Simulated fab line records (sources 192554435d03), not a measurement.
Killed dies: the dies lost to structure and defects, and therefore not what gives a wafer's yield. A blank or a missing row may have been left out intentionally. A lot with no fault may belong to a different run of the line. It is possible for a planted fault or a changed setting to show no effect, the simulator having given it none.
Which tool was responsible? :: flow n5_finfet :: Sampling: 9 lots, 25 wafers, 5 of 1938 route steps

## WHAT THE GAUGES READ, wafer by wafer
N5_BEOL_M4_RC_MEAS_101. Usual: DIBL_N 36.0 mV/V, standard deviation 2.2; DIBL_P 36.2 mV/V, standard deviation 2.4; IOFF_N 0.16 nA/um, standard deviation 0.035; IOFF_P 0.21 nA/um, standard deviation 0.037; ION_N 672 uA/um, standard deviation 13; ION_P 461 uA/um, standard deviation 7; SS_N 71.4 mV/dec, standard deviation 0.69; SS_P 73.2 mV/dec, standard deviation 0.75; VT_N 250 mV, standard deviation 3.4; VT_P -251 mV, standard deviation 3.
lot: L342
measured: day 9 15:42
on: prober-02
DIBL_N (mV/V): 33.4 30.8 33.7
DIBL_P (mV/V): 33.8 32.2 34.7
IOFF_N (nA/um): 0.13 0.10 0.14
IOFF_P (nA/um): 0.17 0.16 0.19
ION_N (uA/um): 678 659 679
ION_P (uA/um): 460 462 465
SS_N (mV/dec): 70.8 70.2 70.8
SS_P (mV/dec): 72.1 72.1 72.4
VT_N (mV): 252 257 249
VT_P (mV): -251 -254 -253
flag: 

lot: L343
measured: day 9 10:32
on: prober-01
DIBL_N (mV/V): 38.5 39.2
DIBL_P (mV/V): 37.1 37.9
IOFF_N (nA/um): 0.18 0.21
IOFF_P (nA/um): 0.22 0.24
ION_N (uA/um): 671 679
ION_P (uA/um): 458 458
SS_N (mV/dec): 72.7 71.8
SS_P (mV/dec): 73.8 73.9
VT_N (mV): 247 248
VT_P (mV): -250 -246
flag: 

lot: L344
measured: day 9 15:58
on: prober-01
DIBL_N (mV/V): 37.4 36.3 33.0
DIBL_P (mV/V): 36.8 36.0 32.4
IOFF_N (nA/um): 0.14 0.13 0.09
IOFF_P (nA/um): 0.21 0.20 0.15
ION_N (uA/um): 676 670 649
ION_P (uA/um): 465 468 456
SS_N (mV/dec): 71.4 71.3 70.2
SS_P (mV/dec): 73.0 72.5 72.0
VT_N (mV): 254 252 257
VT_P (mV): -247 -250 -251
flag: 

lot: L349
measured: day 11 00:42
on: prober-01
DIBL_N (mV/V): 38.1 38.7 37.8
DIBL_P (mV/V): 37.4 40.3 39.1
IOFF_N (nA/um): 0.20 0.22 0.19
IOFF_P (nA/um): 0.21 0.26 0.23
ION_N (uA/um): 667 690 677
ION_P (uA/um): 455 466 459
SS_N (mV/dec): 72.1 71.9 71.7
SS_P (mV/dec): 73.1 74.4 73.5
VT_N (mV): 250 244 248
VT_P (mV): -252 -246 -252
flag: 

lot: L356
measured: day 13 11:36
on: prober-02
DIBL_N (mV/V): 35.1 35.3 35.8
DIBL_P (mV/V): 36.3 35.5 37.0
IOFF_N (nA/um): 0.15 0.15 0.16
IOFF_P (nA/um): 0.22 0.19 0.23
ION_N (uA/um): 664 677 677
ION_P (uA/um): 461 457 463
SS_N (mV/dec): 71.1 70.9 71.8
SS_P (mV/dec): 73.1 73.1 73.0
VT_N (mV): 248 251 250
VT_P (mV): -250 -252 -248
flag: 

lot: L357
measured: day 13 15:56
on: prober-02
DIBL_N (mV/V): 34.0 34.9
DIBL_P (mV/V): 34.4 34.8
IOFF_N (nA/um): 0.13 0.14
IOFF_P (nA/um): 0.17 0.18
ION_N (uA/um): 664 663
ION_P (uA/um): 454 455
SS_N (mV/dec): 71.3 72.2
SS_P (mV/dec): 72.1 72.4
VT_N (mV): 252 252
VT_P (mV): -252 -253
flag: 

lot: L358
measured: day 13 14:39
on: prober-01
DIBL_N (mV/V): 36.3 32.1 32.0
DIBL_P (mV/V): 34.9 30.5 30.6
IOFF_N (nA/um): 0.13 0.09 0.09
IOFF_P (nA/um): 0.19 0.14 0.14
ION_N (uA/um): 659 651 647
ION_P (uA/um): 452 450 452
SS_N (mV/dec): 71.5 69.7 69.8
SS_P (mV/dec): 73.4 72.0 71.9
VT_N (mV): 252 258 259
VT_P (mV): -250 -256 -254
flag: 

lot: L361
measured: day 14 04:13
on: prober-01
DIBL_N (mV/V): 36.3 36.5 39.1
DIBL_P (mV/V): 35.8 36.5 39.1
IOFF_N (nA/um): 0.16 0.16 0.21
IOFF_P (nA/um): 0.18 0.19 0.23
ION_N (uA/um): 681 684 696
ION_P (uA/um): 460 460 462
SS_N (mV/dec): 71.5 71.9 71.9
SS_P (mV/dec): 72.7 73.1 73.3
VT_N (mV): 248 253 245
VT_P (mV): -254 -252 -251
flag: 

lot: L363
measured: day 15 02:20
on: prober-02
DIBL_N (mV/V): 37.0 37.4 35.2
DIBL_P (mV/V): 38.6 39.4 37.4
IOFF_N (nA/um): 0.19 0.20 0.17
IOFF_P (nA/um): 0.23 0.23 0.21
ION_N (uA/um): 689 696 681
ION_P (uA/um): 460 470 468
SS_N (mV/dec): 71.7 72.3 71.6
SS_P (mV/dec): 74.1 73.4 73.8
VT_N (mV): 247 247 250
VT_P (mV): -250 -251 -251
flag: 

## WHAT TOOL EACH LOT RAN ON (gives the tool, then ch and the chambers of the sampled wafers, and finally the start)
lot: L342
N5_BEOL_M1_STRIP_66: rie_diel-02 ch 0,3, day 6 11:42
N5_BEOL_M1_HM_OPEN_17: rie_metal-03 ch 0,1, day 6 11:44
N5_BEOL_M1_ETCH_69: rie_diel-02 ch 1,2,3, day 6 12:38
N5_BEOL_M1_ALD_98: ald_sin-02 ch 1,2,3, day 6 13:08

lot: L343
N5_BEOL_M1_STRIP_66: rie_diel-01 ch 1,2, day 6 15:04
N5_BEOL_M1_HM_OPEN_17: rie_metal-01 ch 1, day 6 15:07
N5_BEOL_M1_ETCH_69: rie_diel-05 ch 1,3, day 6 15:48
N5_BEOL_M1_ALD_98: ald_sin-03 ch 0,2, day 6 15:53

lot: L344
N5_BEOL_M1_STRIP_66: rie_diel-01 ch 1,2,3, day 6 15:33
N5_BEOL_M1_HM_OPEN_17: rie_metal-01 ch 0,1, day 6 15:35
N5_BEOL_M1_ETCH_69: rie_diel-02 ch 1,2,3, day 6 16:23
N5_BEOL_M1_ALD_98: ald_sin-03 ch 1,2,3, day 6 16:30

lot: L349
N5_BEOL_M1_STRIP_66: rie_diel-01 ch 0,3, day 8 01:21
N5_BEOL_M1_HM_OPEN_17: rie_metal-02 ch 0, day 8 01:23
N5_BEOL_M1_ETCH_69: rie_diel-01 ch 1,3, day 8 02:04
N5_BEOL_M1_ALD_98: ald_sin-03 ch 0,1,2, day 8 02:08

lot: L356
N5_BEOL_M1_STRIP_66: rie_diel-02 ch 0,2, day 10 04:19
N5_BEOL_M1_HM_OPEN_17: rie_metal-03 ch 0,1, day 10 04:22
N5_BEOL_M1_ETCH_69: rie_diel-01 ch 0,2, day 10 05:19
N5_BEOL_M1_ALD_98: ald_sin-02 ch 0,1,2, day 10 05:39

lot: L357
N5_BEOL_M1_STRIP_66: rie_diel-01 ch 3, day 10 04:44
N5_BEOL_M1_HM_OPEN_17: rie_metal-02 ch 1, day 10 04:47
N5_BEOL_M1_ETCH_69: rie_diel-01 ch 2,3, day 10 05:37
N5_BEOL_M1_ALD_98: ald_sin-02 ch 0, day 10 05:50

lot: L358
N5_BEOL_M1_STRIP_66: rie_diel-02 ch 0,1,2, day 10 08:41
N5_BEOL_M1_HM_OPEN_17: rie_metal-01 ch 0,1, day 10 08:44
N5_BEOL_M1_ETCH_69: rie_diel-05 ch 0,2,3, day 10 09:24
N5_BEOL_M1_ALD_98: ald_sin-01 ch 0,1, day 10 09:37

lot: L361
N5_BEOL_M1_STRIP_66: rie_diel-05 ch 0,2, day 11 04:01
N5_BEOL_M1_HM_OPEN_17: rie_metal-03 ch 1, day 11 04:07
N5_BEOL_M1_ETCH_69: rie_diel-05 ch 0,2, day 11 04:49
N5_BEOL_M1_ALD_98: ald_sin-02 ch 0,1,3, day 11 04:54

lot: L363
N5_BEOL_M1_STRIP_66: rie_diel-02 ch 0,1, day 11 13:29
N5_BEOL_M1_HM_OPEN_17: rie_metal-02 ch 0,1, day 11 13:33
N5_BEOL_M1_ETCH_69: rie_diel-05 ch 0,2, day 11 14:13
N5_BEOL_M1_ALD_98: ald_sin-02 ch 2,3, day 11 14:19
- N5_BEOL_M1_STRIP_66: strips in CF4.
- N5_BEOL_M1_HM_OPEN_17: chemistry Cl2/BCl3, target TiN, target depth 20 nm, overetch 6 nm.
- N5_BEOL_M1_ETCH_69: etches SiARC in CF4, target depth 15.6 nm, time 26 s.
- N5_BEOL_M1_ALD_98: deposits SiO2, target thk 2.5 nm, pulse time 1 s, co reactant pulse time 1 s.

## AS READ BY THE TOOLS THEMSELVES (means over the sampled wafers that have a number; for cases with no such wafer, the mark the record gives instead)
N5_BEOL_M1_STRIP_66. Usual: cf4_flow_sccm 150.0 sccm, standard deviation 0.42; drypump_motor_current_A 5.9 A, standard deviation 0.32; oes_product_au 0.80 a.u., standard deviation 0.096; rf_vpp_V 272.0 V, standard deviation 1.4; showerhead_plenum_p_Torr 1.84 Torr, standard deviation 0.047; throttle_valve_pct 13.65 %, standard deviation 0.26.
lot: L342
tool: rie_diel-02
cf4_flow_sccm (sccm): 149.3
drypump_motor_current_A (A): 5.7
oes_product_au (a.u.): 0.82
rf_vpp_V (V): 272.2
showerhead_plenum_p_Torr (Torr): 1.88
throttle_valve_pct (%): 13.75
flag: 

lot: L343
tool: rie_diel-01
cf4_flow_sccm (sccm): 149.9
drypump_motor_current_A (A): 5.8
oes_product_au (a.u.): 0.69
rf_vpp_V (V): 270.6
showerhead_plenum_p_Torr (Torr): 1.77
throttle_valve_pct (%): 13.96
flag: 

lot: L344
tool: rie_diel-01
cf4_flow_sccm (sccm): 150.1
drypump_motor_current_A (A): 5.8
oes_product_au (a.u.): 0.75
rf_vpp_V (V): 271.4
showerhead_plenum_p_Torr (Torr): 1.79
throttle_valve_pct (%): 13.82
flag: 

lot: L349
tool: rie_diel-01
cf4_flow_sccm (sccm): 150.3
drypump_motor_current_A (A): 6.1
oes_product_au (a.u.): 0.86
rf_vpp_V (V): 272.2
showerhead_plenum_p_Torr (Torr): 1.83
throttle_valve_pct (%): 13.67
flag: 

lot: L356
tool: rie_diel-02
cf4_flow_sccm (sccm): 149.9
drypump_motor_current_A (A): 6.0
oes_product_au (a.u.): 0.70
rf_vpp_V (V): 271.5
showerhead_plenum_p_Torr (Torr): 1.81
throttle_valve_pct (%): 13.80
flag: 

lot: L357
tool: rie_diel-01
cf4_flow_sccm (sccm): 149.8
drypump_motor_current_A (A): 5.8
oes_product_au (a.u.): 0.84
rf_vpp_V (V): 271.6
showerhead_plenum_p_Torr (Torr): 1.82
throttle_valve_pct (%): 13.61
flag: 

lot: L358
tool: rie_diel-02
cf4_flow_sccm (sccm): 150.4
drypump_motor_current_A (A): 5.8
oes_product_au (a.u.): 0.77
rf_vpp_V (V): 271.9
showerhead_plenum_p_Torr (Torr): 1.83
throttle_valve_pct (%): 13.67
flag: 

lot: L361
tool: rie_diel-05
cf4_flow_sccm (sccm): 150.1
drypump_motor_current_A (A): 5.7
oes_product_au (a.u.): 0.70
rf_vpp_V (V): 270.8
showerhead_plenum_p_Torr (Torr): 1.81
throttle_valve_pct (%): 13.80
flag: 

lot: L363
tool: rie_diel-02
cf4_flow_sccm (sccm): 150.2
drypump_motor_current_A (A): 5.6
oes_product_au (a.u.): 0.83
rf_vpp_V (V): 272.8
showerhead_plenum_p_Torr (Torr): 1.84
throttle_valve_pct (%): 13.55
flag: 

N5_BEOL_M1_HM_OPEN_17. Usual: drypump_motor_current_A 5.7 A, standard deviation 0.6; oes_product_au 0.62 a.u., standard deviation 0.08; throttle_valve_pct 22.17 %, standard deviation 0.22.
lot: L342
tool: rie_metal-03
drypump_motor_current_A (A): 5.2
oes_product_au (a.u.): 0.59
throttle_valve_pct (%): 22.19
flag: 

lot: L343
tool: rie_metal-01
drypump_motor_current_A (A): 5.0
oes_product_au (a.u.): 0.54
throttle_valve_pct (%): 22.23
flag: 

lot: L344
tool: rie_metal-01
drypump_motor_current_A (A): 6.2
oes_product_au (a.u.): 0.62
throttle_valve_pct (%): 22.38
flag: 

lot: L349
tool: rie_metal-02
drypump_motor_current_A (A): 5.7
oes_product_au (a.u.): 0.75
throttle_valve_pct (%): 21.80
flag: 

lot: L356
tool: rie_metal-03
drypump_motor_current_A (A): 5.2
oes_product_au (a.u.): 0.58
throttle_valve_pct (%): 22.19
flag: 

lot: L357
tool: rie_metal-02
drypump_motor_current_A (A): 5.9
oes_product_au (a.u.): 0.56
throttle_valve_pct (%): 22.30
flag: 

lot: L358
tool: rie_metal-01
drypump_motor_current_A (A): 6.2
oes_product_au (a.u.): 0.61
throttle_valve_pct (%): 22.38
flag: 

lot: L361
tool: rie_metal-03
drypump_motor_current_A (A): 5.1
oes_product_au (a.u.): 0.64
throttle_valve_pct (%): 21.97
flag: 

lot: L363
tool: rie_metal-02
drypump_motor_current_A (A): 5.8
oes_product_au (a.u.): 0.61
throttle_valve_pct (%): 22.14
flag: 

N5_BEOL_M1_ETCH_69. Usual: value, then standard deviation, for each; cf4_flow_sccm 100.1 sccm / 0.3; drypump_motor_current_A 5.9 A / 0.34; etch_rf_on_time_s 26.0 s / 0.5; oes_product_au 0.68 a.u. / 0.09; rf_vpp_V 184.5 V / 1.2; showerhead_plenum_p_Torr 2.18 Torr / 0.062; throttle_valve_pct 15.71 % / 0.2.
lot: L342
tool: rie_diel-02
cf4_flow_sccm (sccm): 100.0
drypump_motor_current_A (A): 6.0
etch_rf_on_time_s (s): 26.3
oes_product_au (a.u.): 0.65
rf_vpp_V (V): 185.2
showerhead_plenum_p_Torr (Torr): 2.20
throttle_valve_pct (%): 15.57
flag: 

lot: L343
tool: rie_diel-05
cf4_flow_sccm (sccm): 100.2
drypump_motor_current_A (A): 5.9
etch_rf_on_time_s (s): 25.8
oes_product_au (a.u.): 0.64
rf_vpp_V (V): 184.1
showerhead_plenum_p_Torr (Torr): 2.17
throttle_valve_pct (%): 15.74
flag: 

lot: L344
tool: rie_diel-02
cf4_flow_sccm (sccm): 100.0
drypump_motor_current_A (A): 6.1
etch_rf_on_time_s (s): 26.2
oes_product_au (a.u.): 0.66
rf_vpp_V (V): 185.5
showerhead_plenum_p_Torr (Torr): 2.20
throttle_valve_pct (%): 15.58
flag: 

lot: L349
tool: rie_diel-01
cf4_flow_sccm (sccm): 100.2
drypump_motor_current_A (A): 5.8
etch_rf_on_time_s (s): 25.6
oes_product_au (a.u.): 0.65
rf_vpp_V (V): 183.9
showerhead_plenum_p_Torr (Torr): 2.19
throttle_valve_pct (%): 15.92
flag: 

lot: L356
tool: rie_diel-01
cf4_flow_sccm (sccm): 100.0
drypump_motor_current_A (A): 6.0
etch_rf_on_time_s (s): 25.3
oes_product_au (a.u.): 0.79
rf_vpp_V (V): 185.2
showerhead_plenum_p_Torr (Torr): 2.24
throttle_valve_pct (%): 15.54
flag: 

lot: L357
tool: rie_diel-01
cf4_flow_sccm (sccm): 99.8
drypump_motor_current_A (A): 5.8
etch_rf_on_time_s (s): 25.6
oes_product_au (a.u.): 0.77
rf_vpp_V (V): 184.9
showerhead_plenum_p_Torr (Torr): 2.21
throttle_valve_pct (%): 15.54
flag: 

lot: L358
tool: rie_diel-05
cf4_flow_sccm (sccm): 100.0
drypump_motor_current_A (A): 5.6
etch_rf_on_time_s (s): 26.5
oes_product_au (a.u.): 0.59
rf_vpp_V (V): 184.5
showerhead_plenum_p_Torr (Torr): 2.15
throttle_valve_pct (%): 15.79
flag: 

lot: L361
tool: rie_diel-05
cf4_flow_sccm (sccm): 100.1
drypump_motor_current_A (A): 5.8
etch_rf_on_time_s (s): 26.3
oes_product_au (a.u.): 0.60
rf_vpp_V (V): 184.1
showerhead_plenum_p_Torr (Torr): 2.16
throttle_valve_pct (%): 15.78
flag: 

lot: L363
tool: rie_diel-05
cf4_flow_sccm (sccm): 100.4
drypump_motor_current_A (A): 5.7
etch_rf_on_time_s (s): 26.0
oes_product_au (a.u.): 0.59
rf_vpp_V (V): 183.0
showerhead_plenum_p_Torr (Torr): 2.16
throttle_valve_pct (%): 15.79
flag: 

N5_BEOL_M1_ALD_98. Usual: chamber_pressure_Torr 2.001 Torr, standard deviation 0.0047; heater_power_w 80 W, standard deviation 9.2; precursor_pulse_height_rel 1.002, standard deviation 0.019; susceptor_temp_C 100.00 C, standard deviation 0.12.
lot: L342
tool: ald_sin-02
chamber_pressure_Torr (Torr): 2.001
heater_power_w (W): 88
precursor_pulse_height_rel: 0.992
susceptor_temp_C (C): 100.07
flag: 

lot: L343
tool: ald_sin-03
chamber_pressure_Torr (Torr): 2.005
heater_power_w (W): 82
precursor_pulse_height_rel: 0.980
susceptor_temp_C (C): 99.81
flag: 

lot: L344
tool: ald_sin-03
chamber_pressure_Torr (Torr): 2.004
heater_power_w (W): 75
precursor_pulse_height_rel: 0.994
susceptor_temp_C (C): 100.09
flag: 

lot: L349
tool: ald_sin-03
chamber_pressure_Torr (Torr): 1.999
heater_power_w (W): 81
precursor_pulse_height_rel: 1.007
susceptor_temp_C (C): 100.81
flag: OFF

lot: L356
tool: ald_sin-02
chamber_pressure_Torr (Torr): 2.004
heater_power_w (W): 85
precursor_pulse_height_rel: 0.991
susceptor_temp_C (C): 99.90
flag: 

lot: L357
tool: ald_sin-02
chamber_pressure_Torr (Torr): 1.998
heater_power_w (W): 81
precursor_pulse_height_rel: 1.006
susceptor_temp_C (C): 99.90
flag: 

lot: L358
tool: ald_sin-01
chamber_pressure_Torr (Torr): 1.999
heater_power_w (W): 86
precursor_pulse_height_rel: 1.018
susceptor_temp_C (C): 100.00
flag: 

lot: L361
tool: ald_sin-02
chamber_pressure_Torr (Torr): 2.006
heater_power_w (W): 86
precursor_pulse_height_rel: 1.009
susceptor_temp_C (C): 100.04
flag: 

lot: L363
tool: ald_sin-02
chamber_pressure_Torr (Torr): 2.004
heater_power_w (W): 83
precursor_pulse_height_rel: 1.020
susceptor_temp_C (C): 100.00
flag: 

## THE ANSWER, worked out from the rows above alone
Rule: lot off if the mean of its wafers having a number is beyond 3 standard deviations from the usual mean. A lot without any number at a reading at which 4 lots or more have one is off too. The other lots that the step has rows for count as sound. First the gauges in route order, then the tools' own readings, where a lot's mean is used as printed above. The first step at which some lot is off is used, and at that step the reading that is off furthest; a lot without a number counts as furthest.
Off: L349 (N5_BEOL_M1_ALD_98, susceptor_temp_C).
If a tool, at that step or one of the process steps before it, ran each lot that is off and ran no sound lot following the first of them, it fits. One fits: ald_sin-03 at N5_BEOL_M1_ALD_98. Its last sound lot is L344 (day 6 16:30), its first lot that is off L349 (day 8 02:08): a fault that began between those two fits.
On the lots that are off, the tool's own readings at N5_BEOL_M1_ALD_98 differ by more than 5 times the standard deviation of the sound lots' means, which bears it out; susceptor_temp_C reads 100.81 C there versus 99.98 C on the sound lots.

## WHAT THE SIMULATOR HAD INSERTED
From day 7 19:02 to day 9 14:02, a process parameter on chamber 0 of ald_sin-03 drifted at N5_BEOL_M1_ALD_98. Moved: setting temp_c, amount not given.
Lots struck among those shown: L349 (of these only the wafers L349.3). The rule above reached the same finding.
